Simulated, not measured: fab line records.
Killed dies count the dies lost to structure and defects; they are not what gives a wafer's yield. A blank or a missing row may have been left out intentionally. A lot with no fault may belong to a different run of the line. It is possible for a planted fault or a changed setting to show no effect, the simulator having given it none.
fab line records -- flow nand_harc
record lots=5, wafers=15, last_day=25
route steps=1159 shown A_CONTACT@947
lots that met no fault: taken from a fault-free run of the same line
start_h: the number of hours between the record's first day and the start of the first shown wafer of the lot -- wait_h: hours since the lot's step before -- " same as the row above -- L1.1+2: one row covering several wafers at once -- - either no value or no given start -- * or withheld: withheld -- < > ~ a bound
route shown NAME@n: names a module that has steps shown in the file, with the first one's number in the route -- usual: the fault-free wafers' mean and standard deviation -- same: alike in all rows -- chamber/n: place in a boat -- sites: readings site by site -- _std_site: their standard deviation -- _edge_site: the outer-site mean with the inner-site mean subtracted -- radius_mm: for every site, how far away it sits from the centre of the wafer -- mask NAME#n: copy n -- behind: tool/chamber where the wafer was last shaped -- hold: reason for holding the lot/hours on hold/outcome of the hold -- device: names the non-switching transistor (n, p or np) -- end of line: the route-end tests of the same wafers -- for a step that has no rows: nothing shown but its recipe -- killed: count of dies lost to structure and defects at first sort (not the wafer's yield) -- map: the dies of a wafer, with x for killed, . for not killed, _ for no die there
set.NAME: the run value of the setting; set.NAME@STEP: its run value at that earlier step -- model.NAME: the simulator's own value behind a step, which no gauge read
lots seen at some steps along the route; tables by step, rows by wafer
services: a tool's chamber out of use, with start hour (start_h, from the record's first day; less than 0 if before it), hours out, and reason
## steps
# step NHARC_A_CONTACT_ETCH_138
# recipe source_w=withheld, pressure_mtorr=20, bias_v=3000, time_s=132, target_depth_a=12890, ar_flow_sccm=withheld, c4f8_flow_sccm=withheld, o2_flow_sccm=withheld, chemistry=C4F8/O2/Ar
# step NHARC_A_CONTACT_ETCH_139
# recipe source_w=withheld, pressure_mtorr=20, bias_v=400, time_s=137, target_depth_a=5900, ar_flow_sccm=withheld, c4f8_flow_sccm=11.5, o2_flow_sccm=7.2, chemistry=C4F8/O2/Ar
lot.wafer,tool,chamber,start_h,wait_h,rf_hours_counter_h
L592.1,har_cap_etch-03,1,387.14,0.1,89
L592.3,har_cap_etch-03,0,387.14,0.1,-
L592.6,har_cap_etch-03,1,387.14,0.1,-
L597.1,har_cap_etch-02,0,412.15,0.1,15
L597.3,har_cap_etch-02,0,412.15,0.1,-
L597.4,har_cap_etch-02,1,412.15,0.1,-
L614.4,har_cap_etch-01,1,520.30,0.1,-
L614.3,har_cap_etch-01,0,520.30,0.1,-
L614.5,har_cap_etch-01,1,520.30,0.1,-
L612.2,har_cap_etch-02,0,537.06,0.1,35
L612.4,har_cap_etch-02,1,537.06,0.1,-
L612.6,har_cap_etch-02,0,537.06,0.1,-
L613.1,har_cap_etch-01,0,541.64,0.1,88
L613.3,har_cap_etch-01,1,541.64,0.1,-
L613.6,har_cap_etch-01,1,541.64,0.1,-
# step NHARC_A_CONTACT_ETCH_92
# recipe target_depth_a=400, over_etch_frac=0.5, time_s=85.7, ion_energy_ev=120, ch3f_flow_sccm=50, o2_flow_sccm=30, ar_flow_sccm=200, rf_w=500, bias_w=100, chemistry=CH3F/O2
# usual bias_w=100.01/0.29, drypump_motor_current_A=5.8/0.49, oes_product_au=0.933/0.023, rf_vpp_V=243.9/1.7, showerhead_plenum_p_Torr=2.43/0.11, throttle_valve_pct=20.662/0.0092
lot.wafer,tool,chamber,start_h,wait_h,bias_w,drypump_motor_current_A,oes_product_au,rf_hours_counter_h,rf_vpp_V,showerhead_plenum_p_Torr,throttle_valve_pct
L592.3,rie_diel-08,3,387.50,0.3,99.69,6.2,0.946,11,242.4,2.34,20.653
L592.1,rie_diel-08,1,387.50,0.3,99.58,6.1,0.908,17,244.4,2.40,20.668
L592.6,rie_diel-08,0,387.50,0.3,99.88,6.2,0.940,-,244.2,2.37,20.654
L597.3,rie_diel-08,1,412.56,0.3,100.28,6.2,0.908,22,242.9,2.40,20.645
L597.1,rie_diel-08,3,412.56,0.3,100.29,6.2,0.943,14,244.2,2.34,20.671
L597.4,rie_diel-08,0,412.56,0.3,100.12,6.3,0.932,18,243.7,2.37,20.650
L614.3,rie_diel-08,3,520.63,0.3,99.54,6.2,0.920,6,243.1,2.34,20.651
L614.4,rie_diel-08,2,520.63,0.3,99.77,4.9,0.940,5,246.8,2.59,20.669
L614.5,rie_diel-08,3,520.63,0.3,99.37,6.2,0.920,-,242.9,2.34,20.660
L612.4,rie_diel-06,1,537.42,0.3,100.02,6.2,0.924,44,242.0,2.29,20.673
L612.2,rie_diel-06,2,537.42,0.3,100.20,5.7,0.931,45,241.6,2.29,20.675
L612.6,rie_diel-06,2,537.42,0.3,100.09,5.7,0.921,-,243.3,2.28,20.661
L613.3,rie_diel-08,0,542.09,0.3,100.35,6.3,0.935,11,243.4,2.36,20.669
L613.1,rie_diel-08,2,542.09,0.3,100.06,4.9,0.924,10,246.0,2.59,20.661
L613.6,rie_diel-08,0,542.09,0.3,100.21,6.3,0.939,-,243.3,2.36,20.656
# step NHARC_A_CONTACT_ETCH_98
# recipe target_depth_a=200, over_etch_frac=0.5, time_s=10, ion_energy_ev=250, c4f6_flow_sccm=25, o2_flow_sccm=20, ar_flow_sccm=500, rf_w=600, bias_w=500, chemistry=C4F6/O2
# usual bias_w=499.9/1.4, drypump_motor_current_A=5.9/0.48, oes_product_au=0.958/0.019, rf_vpp_V=546/3.6, showerhead_plenum_p_Torr=3.88/0.17, throttle_valve_pct=26.904/0.0083
lot.wafer,tool,chamber,start_h,wait_h,bias_w,drypump_motor_current_A,oes_product_au,rf_hours_counter_h,rf_vpp_V,showerhead_plenum_p_Torr,throttle_valve_pct
L592.3,rie_diel-08,0,387.69,0.2,497.7,6.3,0.977,14,543,3.79,26.898
L592.1,rie_diel-08,1,387.69,0.2,499.6,6.1,0.949,17,545,3.83,26.891
L592.6,rie_diel-08,0,387.69,0.2,500.4,6.3,0.972,-,544,3.79,26.899
L597.3,rie_diel-08,2,-,-,500.1,4.9,0.953,19,553,4.13,26.903
L597.4,rie_diel-08,3,-,-,499.8,6.2,0.941,14,543,3.75,26.913
L597.1,rie_diel-08,1,-,-,500.3,6.1,0.920,22,546,3.83,26.886
L614.3,rie_diel-08,1,-,-,499.3,6.2,0.964,4,546,3.82,26.918
L614.4,rie_diel-08,3,-,-,503.7,6.2,0.973,6,544,3.74,26.891
L614.5,rie_diel-08,1,-,-,500.9,6.1,0.956,-,544,3.82,26.905
L612.2,rie_diel-06,2,-,-,501.4,5.7,0.946,45,542,3.66,26.896
L612.4,rie_diel-06,0,-,-,499.9,5.6,0.955,44,553,4.20,26.897
L612.6,rie_diel-06,2,-,-,499.5,5.7,0.945,-,540,3.66,26.914
L613.3,rie_diel-08,0,542.23,0.1,499.6,6.3,0.981,11,543,3.78,26.908
L613.1,rie_diel-08,2,542.23,0.1,500.4,4.9,0.976,10,549,4.12,26.899
L613.6,rie_diel-08,0,542.23,0.1,498.9,6.3,0.973,-,543,3.78,26.919
# step NHARC_A_CONTACT_CD_MEAS_15
# usual cd_nm=90.1/0.49
lot.wafer,tool,chamber,start_h,wait_h,cd_nm
L592.1,cd_sem-01,-,387.77,-,90.2
L592.3,cd_sem-01,-,387.77,-,90.2
L592.6,cd_sem-01,-,387.77,-,89.8
L597.1,cd_sem-02,-,412.78,-,90.6
L597.3,cd_sem-02,-,412.78,-,90.2
L597.4,cd_sem-02,-,412.78,-,90.0
L614.3,cd_sem-02,-,520.86,-,90.4
L614.4,cd_sem-02,-,520.86,-,90.1
L614.5,cd_sem-02,-,520.86,-,90.5
L612.2,cd_sem-03,-,537.64,-,89.5
L612.4,cd_sem-03,-,537.64,-,89.9
L612.6,cd_sem-03,-,537.64,-,89.3
L613.1,cd_sem-02,-,542.32,-,90.0
L613.3,cd_sem-02,-,542.32,-,89.6
L613.6,cd_sem-02,-,542.32,-,89.2
# step NHARC_A_CONTACT_STRIP_107
# recipe n2_flow_sccm=150, h2_flow_sccm=150, ar_flow_sccm=0, bias_w=0, chemistry=N2/H2
# step NHARC_A_CONTACT_STRIP_108
# recipe cf4_flow_sccm=100, chf3_flow_sccm=30, ar_flow_sccm=0, bias_w=0, chemistry=CF4/CHF3
# step NHARC_A_CONTACT_STRIP_109
# recipe o2_flow_sccm=400, cos_flow_sccm=20, ar_flow_sccm=0, bias_w=0, chemistry=O2/COS
# step NHARC_A_CONTACT_ETCH_110
# recipe target_depth_a=500, overetch_a=50, time_s=27.5, ion_energy_ev=100, cf4_flow_sccm=80, o2_flow_sccm=20, ar_flow_sccm=0, rf_w=300, bias_w=100, chemistry=CF4/O2
# usual bias_w=100.0/0.3, drypump_motor_current_A=5.8/0.48, oes_product_au=1.001/0.01, rf_vpp_V=197.7/1.5, showerhead_plenum_p_Torr=1.33/0.057, throttle_valve_pct=13.395/0.0097
lot.wafer,tool,chamber,start_h,wait_h,bias_w,drypump_motor_current_A,oes_product_au,rf_hours_counter_h,rf_vpp_V,showerhead_plenum_p_Torr,throttle_valve_pct
L592.1,rie_diel-04,1,388.63,0.1,100.3,5.5,0.996,32,196.5,1.31,13.405
L592.3,rie_diel-04,2,388.63,0.1,99.8,5.6,1.007,25,198.8,1.43,13.386
L592.6,rie_diel-04,2,388.63,0.1,99.7,5.6,1.005,-,199.7,1.43,13.406
L597.3,rie_diel-04,3,413.07,0.0,100.1,6.0,0.979,44,197.6,1.37,13.398
L597.1,rie_diel-04,0,413.07,0.0,99.7,5.7,0.999,44,200.6,1.36,13.413
L597.4,rie_diel-04,1,413.07,0.0,100.0,5.5,0.998,42,199.0,1.31,13.384
L614.4,rie_diel-08,0,521.17,0.1,99.7,6.3,1.005,6,196.5,1.28,13.400
L614.3,rie_diel-08,2,521.17,0.1,100.2,4.9,1.002,5,200.3,1.41,13.413
L614.5,rie_diel-08,3,521.17,0.1,99.9,6.2,1.004,-,196.9,1.27,13.399
L612.4,rie_diel-04,0,537.98,0.1,99.9,5.7,0.989,24,199.1,1.35,13.396
L612.2,rie_diel-04,1,537.98,0.1,100.2,5.6,0.998,22,197.2,1.30,13.417
L612.6,rie_diel-04,3,537.98,0.1,100.1,6.0,1.007,-,199.0,1.36,13.398
L613.1,rie_diel-08,2,542.82,0.1,99.7,4.9,1.010,10,199.9,1.41,13.383
L613.3,rie_diel-08,3,542.82,0.1,99.8,6.2,1.000,11,195.3,1.27,13.397
L613.6,rie_diel-08,0,542.82,0.1,99.9,6.3,1.019,-,196.4,1.28,13.404
# step NHARC_A_CONTACT_STRIP_26
# recipe o2_flow_sccm=500, ar_flow_sccm=0, bias_w=0, chemistry=O2
# usual drypump_motor_current_A=5.9/0.47, oes_product_au=0.998/0.011, rf_vpp_V=57.6/0.92, showerhead_plenum_p_Torr=3.52/0.14, throttle_valve_pct=17.036/0.0092
# same bias_w=0
lot.wafer,tool,chamber,start_h,wait_h,drypump_motor_current_A,oes_product_au,rf_hours_counter_h,rf_vpp_V,showerhead_plenum_p_Torr,throttle_valve_pct
L592.1,rie_diel-04,1,-,-,5.5,0.995,32,55.7,3.47,17.033
L592.3,rie_diel-04,2,-,-,5.6,0.992,25,58.4,3.76,17.046
L592.6,rie_diel-04,2,-,-,5.6,0.998,-,57.0,3.76,17.037
L597.4,rie_diel-04,3,-,-,6.0,0.992,45,58.7,3.62,17.032
L597.1,rie_diel-04,0,-,-,5.7,1.002,44,59.8,3.60,17.038
L597.3,rie_diel-04,2,-,-,5.6,1.005,34,58.5,3.75,17.048
L614.3,rie_diel-08,1,-,-,6.1,0.987,4,58.9,3.43,17.027
L614.4,rie_diel-08,2,-,-,4.9,1.010,5,55.7,3.71,17.047
L614.5,rie_diel-08,0,-,-,6.3,1.003,-,57.6,3.40,17.034
L612.2,rie_diel-04,3,-,-,6.0,0.991,23,57.3,3.60,17.009
L612.4,rie_diel-04,0,-,-,5.7,0.988,24,57.2,3.57,17.049
L612.6,rie_diel-04,3,-,-,6.0,0.993,-,57.9,3.60,17.044
L613.1,rie_diel-08,0,-,-,6.3,1.013,12,57.1,3.39,17.027
L613.3,rie_diel-08,2,-,-,4.9,1.014,10,58.2,3.71,17.045
L613.6,rie_diel-08,2,-,-,4.9,1.011,-,59.9,3.71,17.042
# step NHARC_A_CONTACT_STRIP_27
# recipe time_s=600, temp_c=30, chemistry=post_etch_residue_remover
# step NHARC_A_CONTACT_ALD_18
# recipe target_thk_a=30, pulse_time_s=1, ald_cycles=150, temp_c=450, material=TiN
# step NHARC_A_CONTACT_CVD_19
# recipe target_thk_a=3000, temp_c=300, pressure_torr=40, wf6_flow_sccm=40, h2_flow_sccm=1600, ar_flow_sccm=1560, time_s=802, material=W
# usual heater_power_w=491/47, throttle_valve_pct=8.0/0.41
lot.wafer,tool,chamber,start_h,wait_h,heater_power_w,throttle_valve_pct
L592.1,cvd_w-02,0,394.59,-,536,7.4
L592.3,cvd_w-02,1,394.59,-,438,8.3
L592.6,cvd_w-02,1,394.59,-,443,8.4
L597.1,cvd_w-02,1,419.26,-,447,8.3
L597.3,cvd_w-02,1,419.26,-,452,8.4
L597.4,cvd_w-02,0,419.26,-,542,7.2
L614.4,cvd_w-02,1,522.39,-,452,8.4
L614.3,cvd_w-02,0,522.39,-,548,7.6
L614.5,cvd_w-02,1,522.39,-,447,8.5
L612.2,cvd_w-01,0,541.19,-,438,8.0
L612.4,cvd_w-01,1,541.19,-,532,8.3
L612.6,cvd_w-01,1,541.19,-,553,8.2
L613.1,cvd_w-02,1,545.87,-,451,8.4
L613.3,cvd_w-02,1,545.87,-,464,8.4
L613.6,cvd_w-02,0,545.87,-,572,7.7
# step NHARC_A_CONTACT_CMP_20
# recipe t_overpolish_s=30, target_thk_nm=300
# usual motor_current_A=11.9/1.1, overpolish_run_s=30.000/0.0097, time_to_endpoint_s=59.5/2.7
lot.wafer,tool,chamber,start_h,wait_h,motor_current_A,overpolish_run_s,time_to_endpoint_s
L592.3,cmp-04,2,395.38,0.5,11.8,30.002,57.0
L592.1,cmp-04,3,395.38,0.5,11.0,29.997,61.4
L592.6,cmp-04,1,395.38,0.5,10.4,29.996,57.9
L597.3,cmp-01,3,420.16,0.5,12.4,30.005,58.5
L597.1,cmp-01,0,420.16,0.5,11.5,30.006,59.8
L597.4,cmp-01,1,420.16,0.5,9.8,29.992,87.3
L614.4,cmp-03,2,523.08,0.6,11.7,30.000,60.4
L614.3,cmp-03,3,523.08,0.6,13.7,29.993,57.2
L614.5,cmp-03,0,523.08,0.6,12.9,30.007,56.7
L612.2,cmp-03,2,541.97,0.7,11.9,30.006,61.3
L612.4,cmp-03,0,541.97,0.7,12.7,29.993,57.8
L612.6,cmp-03,2,541.97,0.7,11.9,29.996,66.1
L613.1,cmp-01,3,546.63,0.6,12.6,29.991,56.9
L613.3,cmp-01,0,546.63,0.6,11.6,29.998,56.0
L613.6,cmp-01,0,546.63,0.6,11.6,30.005,57.2
## services
tool,chamber,start_h,hours,kind
cmp-04,-,364.01,3.6,repair
cmp-01,-,375.50,4.0,pm
cvd_w-02,-,377.15,13.0,pm
rie_diel-08,2,384.74,5.2,repair
cmp-04,-,407.49,4.0,pm
har_cap_etch-02,-,407.79,0.4,repair
cvd_w-02,0,408.94,4.0,repair
rie_diel-04,3,419.08,20.6,repair
rie_diel-06,-,419.80,9.0,pm
cmp-01,-,422.37,7.6,repair
cmp-03,-,436.45,0.8,repair
cmp-03,-,450.09,4.0,pm
cmp-01,-,455.11,1.2,repair
rie_diel-04,-,466.31,9.0,pm
rie_diel-06,1,467.15,1.4,repair
cmp-01,-,473.50,4.0,pm
rie_diel-08,-,478.86,9.0,pm
cvd_w-01,-,480.72,13.0,pm
rie_diel-06,1,498.91,4.0,repair
rie_diel-08,-,504.61,0.9,repair
cmp-04,-,505.50,4.0,pm
rie_diel-08,1,510.47,3.5,repair
cmp-01,-,537.97,1.3,repair
rie_diel-08,1,539.98,9.6,repair
## key
first_sign step=NHARC_A_CONTACT_CMP_20, reading=time_to_endpoint_s, direction=up, sigmas=10, usual=*, struck=*
effect none on later readings
met_at NHARC_A_CONTACT_CVD_19
struck_wafers L597.4
tester_left_out L597
onset_between 394.59 419.26
fault kind=process_parameter_drift, tool=cvd_w-02, chamber=0, onset_h=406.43, steps=NHARC_A_CONTACT_CVD_19, channel=target_thk_a, offset=*, shape=step, end_h=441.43, acts_in=*, stated=*
# tester_left_out: of these lots the tester's yield and bins aren't shown, on N5 and GAA mostly nor the transistor test; their killed dies are dies lost to structure and defects alone, not to doping, threshold or leakage, so they don't give the yield
